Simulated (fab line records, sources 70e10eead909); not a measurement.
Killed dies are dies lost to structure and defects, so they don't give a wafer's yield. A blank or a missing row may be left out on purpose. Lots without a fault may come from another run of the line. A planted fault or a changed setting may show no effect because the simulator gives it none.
Chamber matching | flow nand_harc | NHARC_A_CHANNEL_HOLE_D1_DEP_01 on pecvd-04: 3 sister chambers
The step deposits SiON, target thk 140 nm. 3 wafers are shown with their chamber, then 7 later ones without.

WAFERS WITH THEIR CHAMBER
wafer  | chamber | showerhead_vpp_V (V)
L916.4 | 2       | 1146
L918.1 | 0       | 1078
L918.2 | 1       | 1118

WAFERS WITHOUT THEIR CHAMBER
wafer  | showerhead_vpp_V (V)
L918.4 | 1106
L919.1 | 1118
L919.2 | 1093
L919.6 | 1106
L920.1 | 1074
L920.2 | 1145
L920.5 | 1089

WHICH CHAMBER EACH WENT THROUGH
wafer  | from the rows above     | in truth
L918.4 | can't be placed: 1 or 0 | 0
L919.1 | 1                       | 1
L919.2 | can't be placed: 0 or 1 | 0
L919.6 | can't be placed: 1 or 0 | 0
L920.1 | 0                       | 0
L920.2 | 2                       | 2
L920.5 | can't be placed: 0 or 1 | 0
Placed correctly: 3 of 7. Can't be placed from these rows: 4 (the true chamber is among the candidates in 4). Placed wrongly: 0.
How it was worked out, from the rows above alone: a wafer's distance from a chamber is the root of the sum, over the readings, of the square of ((its reading less the chamber's mean) divided by the reading's scatter). The wafer belongs to the nearest chamber; if the next one is less than 2 further off, it can't be placed. A chamber's mean is the mean of its shown wafers. The scatter: with one shown wafer a chamber, the root of the mean of the squares of how far each hidden wafer lies from its nearest shown one.
